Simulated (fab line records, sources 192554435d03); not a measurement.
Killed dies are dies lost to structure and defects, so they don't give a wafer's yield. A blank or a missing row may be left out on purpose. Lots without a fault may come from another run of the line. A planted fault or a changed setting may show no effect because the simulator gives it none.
fab line records | flow n5_finfet
record lots=10 wafers=30 last_day=18
route steps=1938 shown BEOL_M0_SAQP@667 BEOL_M4@1111 PASSIVATION@1936
lots that met no fault: from a run of the same line without faults
start_h: hours from the record's first day to the start of the lot's first wafer shown | wait_h: hours since the lot's step before | " the same as in the row above | L1.1+2: a row that stands for several wafers | - no value, or no start given | * or withheld: withheld | < > ~ a bound
route shown NAME@n: a module of which the file shows steps, and the number in the route of the first | usual: mean/standard deviation of fault-free wafers | same: alike in all rows | chamber/n: place in a boat | sites: the reading at each site | _std_site: their standard deviation | _edge_site: outer sites' mean less inner sites' | radius_mm: how far each site lies from the wafer's centre | mask NAME#n: copy n | behind: the tool/chamber that last shaped the wafer | hold: why the lot was held/for how many hours/how that ended | device: the transistor (n, p or np) that didn't switch | end of line: the same wafers' tests at the end of the route | a step without rows: its recipe alone | killed: dies lost to structure and defects at the first sort, not the wafer's yield | map: a wafer's dies, x killed, . not, _ none there
set.NAME: the setting as run; set.NAME@STEP: as run at that earlier step | model.NAME: the simulator's own value behind a step, which no gauge read
steps of the route over a sample of lots; a table a step, a row a wafer
services: from which hour (start_h, from the record's first day; less than 0 if before it) a tool's chamber was out of use, for how many hours, and why
## steps
# step N5_BEOL_M0_SAQP_ETCH_101
# recipe chemistry=CH3F/O2 target=SiNx mask_material=SiO2 target_depth_a=299 time_s=42.7 pressure_mtorr=30 source_w=395 bias_w=73 Ar_flow_sccm=150 CH3F_flow_sccm=30 O2_flow_sccm=20 ion_energy_ev=120
# usual drypump_motor_current_A=5.5/0.5 oes_f_703_au=0.76/0.052 oes_product_au=0.75/0.051 rf_vpp_V=296/3.3 showerhead_plenum_p_Torr=1.97/0.077 throttle_valve_pct=16.33/0.19
# columns lot.wafer tool chamber start_h wait_h drypump_motor_current_A oes_f_703_au oes_product_au rf_hours_counter_h rf_vpp_V showerhead_plenum_p_Torr throttle_valve_pct
L437.1 rie_diel-01 1 110.67 0.0 4.7 0.74 0.72 168 297 2.09 16.59
L437.4 " 3 " " 5.8 0.72 0.72 215 296 1.99 16.43
L437.5 " 2 " " 6.3 0.75 0.75 - 299 2.00 16.18
L438.2 rie_diel-06 2 116.48 0.0 5.0 0.77 0.77 132 291 1.93 16.34
L438.3 " 1 " " 5.0 0.81 0.79 123 291 1.93 16.34
L438.6 " 1 " " 4.9 0.80 0.79 - 291 1.93 16.33
L444.3 rie_diel-01 2 153.84 0.2 6.3 0.73 0.73 149 297 1.99 16.21
L444.4 " 1 " " 4.7 0.73 0.72 181 298 2.08 16.61
L444.6 " 0 " " 5.4 0.82 0.80 - 294 1.86 16.13
L450.2 rie_diel-02 0 187.83 0.0 5.2 0.86 0.87 48 299 2.12 16.00
L450.4 " 2 " " 5.1 0.74 0.75 160 295 1.91 16.30
L450.6 " 2 " " 5.1 0.75 0.74 - 297 1.91 16.28
L451.1 rie_diel-01 3 199.29 0.0 5.7 0.70 0.70 240 295 1.98 16.50
L451.3 " 2 " " 6.3 0.72 0.72 164 297 1.99 16.23
L451.5 " 1 " " 4.7 0.72 0.70 - 296 2.08 16.67
L452.1 rie_diel-06 2 200.45 0.1 5.0 0.75 0.74 160 290 1.92 16.39
L452.2 " 1 " " 4.9 0.79 0.77 150 293 1.92 16.39
L452.3 " 0 " " 5.6 0.72 0.72 163 302 2.00 16.69
L457.2 rie_diel-06 1 227.65 0.2 5.0 0.78 0.76 158 292 1.92 16.42
L457.3 " 2 " " 5.0 0.74 0.73 169 290 1.92 16.40
L457.4 " 0 " " 5.5 0.71 0.71 171 303 2.00 16.71
L458.1 rie_diel-06 3 230.92 0.1 5.6 0.67 0.66 245 295 1.89 16.38
L458.3 " 1 " " 4.9 0.78 0.76 159 291 1.92 16.41
L458.5 " 2 " " 5.0 0.74 0.73 - 291 1.92 16.40
L459.1 rie_diel-02 0 243.36 0.0 5.3 0.84 0.84 66 299 2.11 16.02
L459.3 " 1 " " 6.3 0.77 0.76 168 295 1.91 16.20
L459.5 " 0 " " 5.3 0.85 0.84 - 298 2.11 16.03
L460.2 rie_diel-01 0 247.02 0.0 5.4 0.79 0.77 130 294 1.85 16.21
L460.3 " 2 " " 6.3 0.71 0.72 179 298 1.98 16.25
L460.5 " 1 " " 4.7 0.70 0.70 - 298 2.07 16.68
# step N5_BEOL_M0_SAQP_RECESS_104
# recipe chemistry=HF/NH3 target=SiO2 target_depth_a=180 afs_cycles=3 temp_c=30 sublimation_temp_c=180 sublimation_time_s=60
# usual afs_cycles=3/0 drypump_motor_current_A=5.4/0.37
# columns lot.wafer tool chamber start_h wait_h afs_cycles drypump_motor_current_A
L437.1 vapor_etch-01 1 110.89 0.1 3 4.7
L437.4 " 0 " " 3 5.5
L437.5 " 1 " " 3 4.7
L438.2 vapor_etch-02 0 116.70 0.1 3 5.8
L438.3 " 1 " " 3 5.4
L438.6 " 1 " " 3 5.4
L444.3 vapor_etch-01 0 154.23 0.2 3 5.5
L444.4 " 1 " " 3 4.7
L444.6 " 1 " " 3 4.7
L450.2 vapor_etch-01 0 188.05 0.1 - -
L450.4 " 1 " " - -
L450.6 " 0 " " - -
L451.1 vapor_etch-02 1 199.60 0.1 - -
L451.3 " 1 " " - -
L451.5 " 1 " " - -
L452.1 vapor_etch-02 1 200.67 0.1 - -
L452.2 " 0 " " - -
L452.3 " 0 " " - -
L457.2 vapor_etch-02 1 227.87 0.1 3 5.5
L457.3 " 1 " " 3 5.5
L457.4 " 0 " " 3 5.8
L458.1 vapor_etch-02 1 231.14 0.1 3 5.5
L458.3 " 1 " " 3 5.4
L458.5 " 0 " " 3 5.8
L459.1 vapor_etch-02 0 243.58 0.1 3 5.8
L459.3 " 0 " " 3 5.8
L459.5 " 0 " " 3 5.8
L460.2 vapor_etch-02 1 247.23 0.1 3 5.4
L460.3 " 0 " " 3 5.7
L460.5 " 1 " " 3 5.5
# step N5_BEOL_M0_SAQP_STRIP_108
# recipe chemistry=N2/H2 power_w=500 temp_c=40 pressure_mtorr=50 rf_frequency_hz=6e+07 overash_fraction=0.3 bias_power_w=28 h2_frac=0.5 n2_flow_sccm=300 h2_flow_sccm=300
# usual drypump_motor_current_A=5.4/0.48 oes_product_au=0.75/0.054 rf_vpp_V=121.7/1 showerhead_plenum_p_Torr=3.30/0.12 throttle_valve_pct=18.99/0.29
# columns lot.wafer tool chamber start_h wait_h drypump_motor_current_A oes_product_au rf_hours_counter_h rf_vpp_V showerhead_plenum_p_Torr throttle_valve_pct
L437.1 rie_diel-01 0 111.44 0.0 5.4 0.81 88 120.3 3.12 18.65
L437.4 " 1 " " 4.7 0.73 169 121.7 3.48 19.04
L437.5 " 1 " " 4.7 0.72 - 123.3 3.48 19.05
L438.2 rie_diel-02 2 117.57 0.0 5.1 0.76 141 121.3 3.23 18.93
L438.3 " 1 " " 6.3 0.79 131 121.8 3.24 18.82
L438.6 " 0 " " 5.2 0.91 - 123.4 3.57 18.83
L444.3 rie_diel-02 1 154.67 0.0 6.3 0.78 142 120.9 3.23 18.84
L444.4 " 2 " " 5.1 0.76 152 122.9 3.22 18.94
L444.6 " 0 " " 5.2 0.89 - 121.8 3.56 18.84
L450.2 rie_diel-01 1 188.60 0.0 4.7 0.71 192 121.3 3.47 19.07
L450.4 " 2 " " 6.3 0.73 160 122.2 3.35 18.70
L450.6 " 1 " " 4.7 0.71 - 122.2 3.47 19.07
L451.1 rie_diel-02 0 200.15 0.0 5.2 0.86 52 123.4 3.55 18.86
L451.3 " 1 " " 6.3 0.78 155 120.8 3.23 18.83
L451.5 " 0 " " 5.3 0.86 - 123.0 3.55 18.88
L452.1 rie_diel-06 2 201.22 0.0 5.0 0.74 161 122.2 3.22 18.84
L452.2 " 0 " " 5.5 0.72 163 121.7 3.35 19.61
L452.3 " 3 " " 5.6 0.67 236 122.2 3.18 19.32
L457.2 rie_diel-06 0 228.53 0.0 5.6 0.72 171 121.4 3.35 19.62
L457.3 " 1 " " 5.0 0.76 158 121.1 3.22 18.78
L457.4 " 3 " " 5.6 0.66 245 122.1 3.18 19.33
L458.1 rie_diel-01 3 231.72 0.0 5.7 0.69 251 121.7 3.32 19.43
L458.3 " 0 " " 5.4 0.76 124 120.3 3.11 18.71
L458.5 " 1 " " 4.7 0.69 - 122.1 3.46 19.08
L459.1 rie_diel-06 2 244.35 0.0 5.0 0.73 174 122.3 3.21 18.87
L459.3 " 1 " " 5.0 0.75 164 121.8 3.22 18.79
L459.5 " 2 " " 5.0 0.73 - 123.8 3.21 18.88
L460.2 rie_diel-02 2 247.78 0.0 5.1 0.73 180 121.4 3.21 18.97
L460.3 " 1 " " 6.3 0.76 169 122.5 3.22 18.86
L460.5 " 0 " " 5.2 0.84 - 122.8 3.55 18.89
# step N5_BEOL_M0_SAQP_RECESS_109
# recipe chemistry=HF/NH3 target=SiO2 target_depth_a=30 afs_cycles=1 temp_c=30 sublimation_temp_c=180 sublimation_time_s=60
# usual drypump_motor_current_A=5.4/0.39
# same afs_cycles=1
# columns lot.wafer tool chamber start_h wait_h drypump_motor_current_A
L437.1 vapor_etch-01 1 111.50 0.0 4.7
L437.4 " 1 " " 4.7
L437.5 " 0 " " 5.5
L438.2 vapor_etch-01 0 117.63 0.0 5.5
L438.3 " 1 " " 4.7
L438.6 " 1 " " 4.7
L444.3 vapor_etch-01 0 154.77 0.1 5.5
L444.4 " 1 " " 4.7
L444.6 " 0 " " 5.5
L450.2 vapor_etch-02 1 188.66 0.0 5.4
L450.4 " 0 " " 5.8
L450.6 " 1 " " 5.4
L451.1 vapor_etch-02 1 200.21 0.0 5.5
L451.3 " 0 " " 5.8
L451.5 " 1 " " 5.4
L452.1 vapor_etch-02 1 201.28 0.0 5.5
L452.2 " 0 " " 5.7
L452.3 " 0 " " 5.8
L457.2 vapor_etch-01 1 228.60 0.0 4.7
L457.3 " 1 " " 4.7
L457.4 " 0 " " 5.5
L458.1 vapor_etch-01 1 231.78 0.0 4.7
L458.3 " 0 " " 5.5
L458.5 " 0 " " 5.6
L459.1 vapor_etch-01 0 244.41 0.0 5.5
L459.3 " 0 " " 5.5
L459.5 " 1 " " 4.7
L460.2 vapor_etch-02 1 247.84 0.0 5.5
L460.3 " 1 " " 5.5
L460.5 " 1 " " 5.5
# step N5_BEOL_M4_RC_MEAS_101
# usual DIBL_N=36.5/1.4 DIBL_P=36.9/1.7 IOFF_N=0.163/0.023 IOFF_P=0.22/0.032 ION_N=673/9 ION_P=462/7.5 SS_N=71.6/0.54 SS_P=73.4/0.62 VT_N=249.8/2.8 VT_P=-250/3.5
# columns lot.wafer tool chamber start_h wait_h DIBL_N[mV/V] DIBL_P[mV/V] IOFF_N[nA/um] IOFF_P[nA/um] ION_N[uA/um] ION_P[uA/um] SS_N[mV/dec] SS_P[mV/dec] VT_N[mV] VT_P[mV]
L437.1 prober-02 0 164.82 0.0 35.6 35.4 0.143 0.19 663 459 71.8 73.3 252.3 -255
L437.4 " 0 " " 36.6 36.4 0.167 0.20 665 450 72.1 73.2 249.5 -253
L437.5 " 0 " " 35.5 35.4 0.149 0.19 674 461 71.7 72.7 251.7 -255
L438.2 prober-01 0 167.30 0.2 35.0 35.9 0.143 0.21 657 457 71.2 73.6 253.3 -248
L438.3 " 0 " " 37.3 38.7 0.184 0.26 680 468 71.9 74.2 247.2 -245
L438.6 " 0 " " 36.1 37.2 0.163 0.23 663 460 72.0 73.8 250.5 -249
L444.3 prober-01 0 210.98 0.3 36.0 35.8 0.153 0.19 673 455 72.0 73.9 249.3 -253
L444.4 " 0 " " 37.8 37.9 0.184 0.22 667 450 72.8 73.8 247.4 -251
L444.6 " 0 " " 37.8 37.7 0.179 0.21 684 457 72.0 73.6 245.8 -253
L457.2 prober-02 0 282.28 0.2 37.8 39.6 0.191 0.22 679 457 71.9 74.2 247.5 -252
L457.3 " 0 " " 35.1 36.1 0.142 0.17 671 448 71.0 73.7 251.1 -258
L457.4 " 0 " " 34.4 35.9 0.128 0.17 656 454 70.8 73.8 255.7 -254
L460.2 prober-02 0 303.82 0.2 37.3 36.0 0.184 0.25 675 464 71.8 73.7 246.7 -246
L460.3 " 0 " " 38.3 37.0 0.213 0.29 673 460 71.7 74.9 245.4 -246
L460.5 " 0 " " 37.7 35.6 0.183 0.25 673 462 72.7 74.1 249.9 -247
L458.1 prober-01 0 307.65 0.0 32.4 32.4 0.116 0.17 662 457 70.1 72.2 252.3 -253
L458.3 " 0 " " 33.6 34.1 0.125 0.18 672 472 70.4 72.7 252.2 -251
L458.5 " 0 " " 33.5 33.6 0.126 0.17 670 458 70.2 72.0 247.5 -254
L459.1 prober-02 0 309.87 0.0 37.4 36.8 0.154 0.21 669 464 71.8 73.0 251.2 -249
L459.3 " 0 " " 35.0 33.4 0.117 0.16 668 456 71.4 72.8 254.7 -253
L459.5 " 0 " " 37.4 36.2 0.156 0.20 664 455 71.9 73.4 252.8 -249
# step N5_PASSIVATION_PROBE_49
# usual defect_limited_yield=91.2/1.4 killed_at_M0_to_M3=35/11 killed_at_M4_up=12/4.2 killed_at_contacts=13/5.6 killed_at_front_end=40/12 killed_at_other=3.3/2.6 killed_dies=103/17 killed_on_rim=14/4.5 killed_open=68/12 killed_short=34/7.6 sort_bin_5_function=5.1/0.95 sort_bin_6_memory=3.3/0.68 sort_n_pass=1077/17 sort_yield_pct=91.2/1.4
# same gross_dies=1180 killed_at_back_side=0 sort_bin_4_leakage[%]=0 sort_bin_8_speed[%]=0
# columns lot.wafer tool chamber start_h wait_h defect_limited_yield[%] killed_at_M0_to_M3 killed_at_M4_up killed_at_contacts killed_at_front_end killed_at_other killed_dies killed_on_rim killed_open killed_short sort_bin_5_function[%] sort_bin_6_memory[%] sort_n_pass sort_yield_pct[%]
L438.2 prober-01 - 273.63 0.1 95.3 30 6 6 13 0 55 5 37 18 2.5 1.9 1125 95.3
L438.3 prober-01 - 273.68 0.1 92.9 22 18 13 31 0 84 9 57 25 4.3 2.6 1096 92.9
L438.6 prober-01 - 273.83 0.3 91.5 40 13 12 34 1 100 14 68 32 4.6 3.3 1080 91.5
L437.1 prober-02 - 274.02 0.0 87.8 42 11 21 65 5 144 19 104 38 6.8 5.1 1036 87.8
L437.4 prober-02 - 274.17 0.2 91.3 34 7 16 39 7 103 10 77 26 5.0 3.6 1077 91.3
L437.5 prober-02 - 274.22 0.2 90.7 28 5 11 63 3 110 14 73 36 5.7 3.6 1070 90.7
L444.3 prober-02 - 306.08 0.1 90.3 31 18 30 34 1 114 10 83 31 5.6 4.0 1066 90.3
L444.4 prober-02 - 306.13 0.2 91.0 45 8 22 30 1 106 15 73 32 5.3 3.5 1074 91.0
L444.6 prober-02 - 306.23 0.3 90.8 30 18 17 44 0 109 13 71 35 5.0 3.6 1071 90.8
L452.1 prober-01 - 349.13 0.0 0 1130 5 11 26 8 1180 152 61 16 97.5 2.5 0 0
L452.2 prober-01 - 349.18 0.1 0 1103 12 17 43 5 1180 152 68 32 96.1 3.4 0 0
L452.3 prober-01 - 349.23 0.1 0 1112 9 11 47 1 1180 152 57 27 97.7 1.9 0 0
L450.2 prober-01 - 351.45 0.4 0 1123 5 18 31 3 1180 152 59 29 96.7 3.0 0 0
L450.4 prober-01 - 351.55 0.5 0 1128 13 18 20 1 1180 152 40 30 97.1 2.6 0 0
L450.6 prober-01 - 351.65 0.6 0 1108 15 25 29 3 1180 152 85 32 94.9 4.5 0 0
L451.1 prober-02 - 355.75 0.0 0 1098 19 11 50 2 1180 152 84 39 95.0 4.7 0 0
L451.3 prober-02 - 355.85 0.1 0 1101 7 12 55 5 1180 152 80 35 96.1 3.6 0 0
L451.5 prober-02 - 355.95 0.2 0 1083 15 17 60 5 1180 152 82 36 96.6 3.0 0 0
L458.1 prober-02 - 414.42 0.0 91.4 26 20 8 45 2 101 19 70 24 4.8 3.2 1079 91.4
L458.3 prober-02 - 414.52 0.1 91.4 16 14 16 53 2 101 13 56 43 5.2 2.9 1079 91.4
L458.5 prober-02 - 414.62 0.2 92.9 18 17 13 36 0 84 9 55 26 4.2 2.6 1096 92.9
L460.2 prober-02 - 426.90 0.1 92.2 13 11 7 60 1 92 11 62 29 5.1 2.5 1088 92.2
L460.3 prober-02 - 426.95 0.1 89.2 28 11 17 72 0 128 14 93 35 6.8 3.9 1052 89.2
L460.5 prober-02 - 427.05 0.2 89.3 39 11 14 61 1 126 20 91 35 6.5 4.0 1054 89.3
L459.1 prober-01 - 428.32 0.0 91.4 23 24 8 39 8 102 20 64 36 5.3 3.0 1078 91.4
L459.3 prober-01 - 428.42 0.1 89.5 42 17 12 45 8 124 10 74 49 5.9 4.2 1056 89.5
L459.5 prober-01 - 428.52 0.2 88.3 49 14 19 55 1 138 23 90 45 6.0 5.3 1042 88.3
# killed by level:class
L438.2 BEOL_M2:geometric_particle:open=9 MOL_CONTACT_COAG:geometric_particle:open=6 STI_FIN_REVEAL:geometric_particle:open=5 BEOL_M1:geometric_particle:open=5 BEOL_M0_SAQP:geometric_particle:short=4 BEOL_M0_SAQP:geometric_particle:open=4 BEOL_M1:geometric_particle:short=4 STI_FIN_REVEAL:geometric_particle:short=2
L438.3 MOL_CONTACT_COAG:geometric_particle:open=10 BEOL_M4:geometric_particle:open=9 STI_FIN_REVEAL:geometric_particle:open=8 BEOL_M3:geometric_particle:open=6 BEOL_M1:geometric_particle:open=5 ILD0:geometric_particle:open=4 ILD0:geometric_particle:short=4 BEOL_M0_SAQP:geometric_particle:open=4
L438.6 STI_FIN_REVEAL:geometric_particle:open=13 BEOL_M0_SAQP:geometric_particle:short=11 MOL_CONTACT_COAG:geometric_particle:open=10 BEOL_M0_SAQP:geometric_particle:open=9 BEOL_M1:geometric_particle:open=7 BEOL_M4:geometric_particle:open=6 BEOL_M2:geometric_particle:open=6 ILD0:geometric_particle:short=4
L437.1 STI_FIN_REVEAL:geometric_particle:open=30 MOL_CONTACT_COAG:geometric_particle:open=19 BEOL_M0_SAQP:geometric_particle:open=12 FIN_SAQP:geometric_particle:open=8 BEOL_M1:geometric_particle:open=8 BEOL_M0_SAQP:geometric_particle:short=7 STI_FIN_REVEAL:geometric_particle:short=7 BEOL_M1:geometric_particle:short=6
L437.4 FIN_SAQP:geometric_particle:open=14 MOL_CONTACT_COAG:geometric_particle:open=13 BEOL_M3:geometric_particle:open=9 STI_FIN_REVEAL:geometric_particle:open=6 BEOL_M0_SAQP:geometric_particle:open=6 BEOL_M2:geometric_particle:open=5 BEOL_M4:geometric_particle:open=5 FIN_SAQP:geometric_particle:short=4
L437.5 STI_FIN_REVEAL:geometric_particle:open=12 GATE_CUT:geometric_particle:open=12 BEOL_M2:geometric_particle:open=10 GATE_CUT:geometric_particle:short=9 FIN_SAQP:geometric_particle:open=8 MOL_CONTACT_COAG:geometric_particle:open=8 DUMMY_GATE:geometric_particle:open=7 FIN_SAQP:geometric_particle:short=6
L444.3 MOL_CONTACT_COAG:geometric_particle:open=25 STI_FIN_REVEAL:geometric_particle:open=12 BEOL_M0_SAQP:geometric_particle:open=12 BEOL_M0_SAQP:geometric_particle:short=8 BEOL_M4:geometric_particle:open=7 MOL_CONTACT_COAG:geometric_particle:short=5 GATE_CUT:geometric_particle:short=4 BEOL_M3:geometric_particle:open=4
L444.4 MOL_CONTACT_COAG:geometric_particle:open=19 BEOL_M1:geometric_particle:open=8 BEOL_M0_SAQP:geometric_particle:open=7 BEOL_M0_SAQP:geometric_particle:short=7 BEOL_M2:geometric_particle:open=7 BEOL_M2:geometric_particle:short=7 BEOL_M3:geometric_particle:open=7 STI_FIN_REVEAL:geometric_particle:open=6
L444.6 MOL_CONTACT_COAG:geometric_particle:open=16 STI_FIN_REVEAL:geometric_particle:open=15 BEOL_M0_SAQP:geometric_particle:open=9 BEOL_M4:geometric_particle:open=8 FIN_SAQP:geometric_particle:short=7 BEOL_M0_SAQP:geometric_particle:short=7 STI_FIN_REVEAL:geometric_particle:short=4 GATE_CUT:geometric_particle:open=4
L452.1 BEOL_M0_SAQP:area_recess=1103 BEOL_M1:geometric_particle:open=11 STI_FIN_REVEAL:geometric_particle:open=10 MOL_CONTACT_COAG:geometric_particle:open=8 BEOL_M2:geometric_particle:open=5 BEOL_M0_SAQP:geometric_particle:short=4 MIM_TOP_ETCH:geometric_particle:open=4 BEOL_M3:geometric_particle:open=4
L452.2 BEOL_M0_SAQP:area_recess=1079 STI_FIN_REVEAL:geometric_particle:open=15 MOL_CONTACT_COAG:geometric_particle:open=15 FIN_SAQP:geometric_particle:open=7 BEOL_M4:geometric_particle:open=6 FIN_SAQP:geometric_particle:short=5 BEOL_M0_SAQP:geometric_particle:short=5 BEOL_M0_SAQP:geometric_particle:open=5
L452.3 BEOL_M0_SAQP:area_recess=1094 FIN_SAQP:geometric_particle:short=14 FIN_SAQP:geometric_particle:open=10 MOL_CONTACT_COAG:geometric_particle:open=9 BEOL_M3:geometric_particle:open=7 GATE_CUT:geometric_particle:open=6 BEOL_M0_SAQP:geometric_particle:open=6 GATE_CUT:geometric_particle:short=3
L450.2 BEOL_M0_SAQP:area_recess=1092 MOL_CONTACT_COAG:geometric_particle:open=16 BEOL_M0_SAQP:geometric_particle:short=9 BEOL_M0_SAQP:geometric_particle:open=9 FIN_SAQP:geometric_particle:short=7 STI_FIN_REVEAL:geometric_particle:open=7 FIN_SAQP:geometric_particle:open=6 BEOL_M2:geometric_particle:open=6
L450.4 BEOL_M0_SAQP:area_recess=1110 MOL_CONTACT_COAG:geometric_particle:open=14 GATE_CUT:geometric_particle:short=5 BEOL_M5:geometric_particle:open=5 STI_FIN_REVEAL:geometric_particle:open=4 ILD0:geometric_particle:short=4 BEOL_M2:geometric_particle:short=4 MOL_CONTACT_COAG:geometric_particle:short=4
L450.6 BEOL_M0_SAQP:area_recess=1063 MOL_CONTACT_COAG:geometric_particle:open=21 BEOL_M2:geometric_particle:open=14 BEOL_M0_SAQP:geometric_particle:open=10 STI_FIN_REVEAL:geometric_particle:open=8 BEOL_M4:geometric_particle:open=8 BEOL_M0_SAQP:geometric_particle:short=6 BEOL_M3:geometric_particle:open=5
L451.1 BEOL_M0_SAQP:area_recess=1054 FIN_SAQP:geometric_particle:open=13 BEOL_M0_SAQP:geometric_particle:open=12 BEOL_M1:geometric_particle:open=11 STI_FIN_REVEAL:geometric_particle:open=8 MOL_CONTACT_COAG:geometric_particle:open=8 BEOL_M0_SAQP:geometric_particle:short=6 FIN_CUT:geometric_particle:short=5
L451.3 BEOL_M0_SAQP:area_recess=1063 FIN_SAQP:geometric_particle:open=19 MOL_CONTACT_COAG:geometric_particle:open=11 FIN_SAQP:geometric_particle:short=9 BEOL_M1:geometric_particle:open=9 BEOL_M2:geometric_particle:open=8 GATE_CUT:geometric_particle:short=6 BEOL_M0_SAQP:geometric_particle:open=6
L451.5 BEOL_M0_SAQP:area_recess=1061 FIN_SAQP:geometric_particle:open=16 MOL_CONTACT_COAG:geometric_particle:open=14 FIN_SAQP:geometric_particle:short=10 STI_FIN_REVEAL:geometric_particle:open=8 BEOL_M0_SAQP:geometric_particle:open=8 GATE_CUT:geometric_particle:short=6 BEOL_M5:geometric_particle:open=5
L458.1 FIN_SAQP:geometric_particle:short=9 BEOL_M4:geometric_particle:open=9 STI_FIN_REVEAL:geometric_particle:open=8 BEOL_M2:geometric_particle:open=8 FIN_SAQP:geometric_particle:open=7 BEOL_M3:geometric_particle:open=7 MOL_CONTACT_COAG:geometric_particle:open=6 BEOL_M1:geometric_particle:open=5
L458.3 FIN_SAQP:geometric_particle:short=18 MOL_CONTACT_COAG:geometric_particle:open=12 FIN_SAQP:geometric_particle:open=9 STI_FIN_REVEAL:geometric_particle:open=8 BEOL_M4:geometric_particle:open=8 GATE_CUT:geometric_particle:short=7 MOL_CONTACT_COAG:geometric_particle:short=4 BEOL_M1:geometric_particle:open=4
L458.5 MOL_CONTACT_COAG:geometric_particle:open=12 FIN_SAQP:geometric_particle:short=9 BEOL_M4:geometric_particle:open=6 BEOL_M1:geometric_particle:open=5 BEOL_M2:geometric_particle:open=5 FIN_SAQP:geometric_particle:open=4 GATE_CUT:geometric_particle:open=4 GATE_CUT:geometric_particle:short=4
L460.2 STI_FIN_REVEAL:geometric_particle:open=16 FIN_SAQP:geometric_particle:open=14 STI_FIN_REVEAL:geometric_particle:short=7 MOL_CONTACT_COAG:geometric_particle:open=7 FIN_SAQP:geometric_particle:short=6 GATE_CUT:geometric_particle:short=6 BEOL_M3:geometric_particle:open=4 STARTING-WAFER:geometric_particle:open=4
L460.3 STI_FIN_REVEAL:geometric_particle:open=30 FIN_SAQP:geometric_particle:open=16 MOL_CONTACT_COAG:geometric_particle:open=15 FIN_SAQP:geometric_particle:short=9 GATE_CUT:geometric_particle:short=6 BEOL_M0_SAQP:geometric_particle:open=6 BEOL_M1:geometric_particle:open=6 STI_FIN_REVEAL:geometric_particle:short=4
L460.5 STI_FIN_REVEAL:geometric_particle:open=31 MOL_CONTACT_COAG:geometric_particle:open=10 STI_FIN_REVEAL:geometric_particle:short=8 BEOL_M1:geometric_particle:open=8 BEOL_M3:geometric_particle:open=8 BEOL_M2:geometric_particle:open=7 FIN_SAQP:geometric_particle:open=6 BEOL_M0_SAQP:geometric_particle:short=6
L459.1 FIN_SAQP:geometric_particle:open=10 BEOL_M4:geometric_particle:short=9 BEOL_M3:geometric_particle:open=7 GATE_CUT:geometric_particle:short=6 MOL_CONTACT_COAG:geometric_particle:open=6 DUMMY_GATE:geometric_particle:open=5 FIN_SAQP:geometric_particle:short=4 STI_FIN_REVEAL:geometric_particle:open=4
L459.3 BEOL_M0_SAQP:geometric_particle:open=15 BEOL_M0_SAQP:geometric_particle:short=12 STI_FIN_REVEAL:geometric_particle:open=10 FIN_SAQP:geometric_particle:short=9 MOL_CONTACT_COAG:geometric_particle:open=9 GATE_CUT:geometric_particle:short=7 BEOL_M4:geometric_particle:short=6 FIN_SAQP:geometric_particle:open=5
L459.5 MOL_CONTACT_COAG:geometric_particle:open=16 STI_FIN_REVEAL:geometric_particle:open=13 FIN_SAQP:geometric_particle:open=10 BEOL_M2:geometric_particle:open=10 BEOL_M1:geometric_particle:open=9 BEOL_M0_SAQP:geometric_particle:open=8 FIN_SAQP:geometric_particle:short=7 GATE_CUT:geometric_particle:short=7
## services
# columns tool chamber start_h hours kind
rie_diel-01 - 89.90 2.8 pm
rie_diel-02 0 100.79 3.5 repair
rie_diel-02 0 104.59 9.6 repair
rie_diel-02 3 125.78 8.9 repair
rie_diel-06 0 161.86 8.2 repair
vapor_etch-02 - 177.92 0.7 repair
rie_diel-01 2 235.65 2.4 repair
rie_diel-01 3 236.99 5.4 repair
rie_diel-01 3 242.70 - clean
rie_diel-01 3 242.70 - consumable_replace:esc
rie_diel-01 3 242.70 - consumable_replace:focus_ring
rie_diel-01 3 242.70 18.6 scheduled_down
rie_diel-01 3 242.70 18.6 vent_cycle
rie_diel-06 3 247.21 - clean
rie_diel-06 3 247.21 - consumable_replace:focus_ring
rie_diel-06 3 247.21 - consumable_replace:showerhead
rie_diel-06 3 247.21 23.3 scheduled_down
rie_diel-06 3 247.21 23.3 vent_cycle
## key
first_sign step=N5_BEOL_M0_SAQP_RECESS_104 reading=tool_record direction=missing
effect step=N5_PASSIVATION_PROBE_49 reading=killed_at_M0_to_M3 direction=up sigmas=97 usual=35 struck=1110
more_kills_born_at N5_BEOL_M0_SAQP_RECESS_104@vapor_etch-02=6450 N5_BEOL_M0_SAQP_RECESS_104@vapor_etch-01=3264
met_at N5_BEOL_M0_SAQP_RECESS_104
struck_lots L450,L451,L452
later_rows_left_out L450.2,L450.4,L450.6,L451.1,L451.3,L451.5,L452.1,L452.2,L452.3
not_acting_at N5_BEOL_M0_SAQP_ETCH_101,N5_BEOL_M0_SAQP_STRIP_108,N5_BEOL_M0_SAQP_RECESS_109
onset_between 154.23 188.05
fault kind=skipped_step_whole tool=vapor_etch-01,vapor_etch-02 chamber=- onset_h=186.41 steps=N5_BEOL_M0_SAQP_RECESS_104 scope=struck_lots_only
# later_rows_left_out: the simulator's readings of these wafers behind a module that went badly wrong aren't trusted and aren't shown, but for the sort
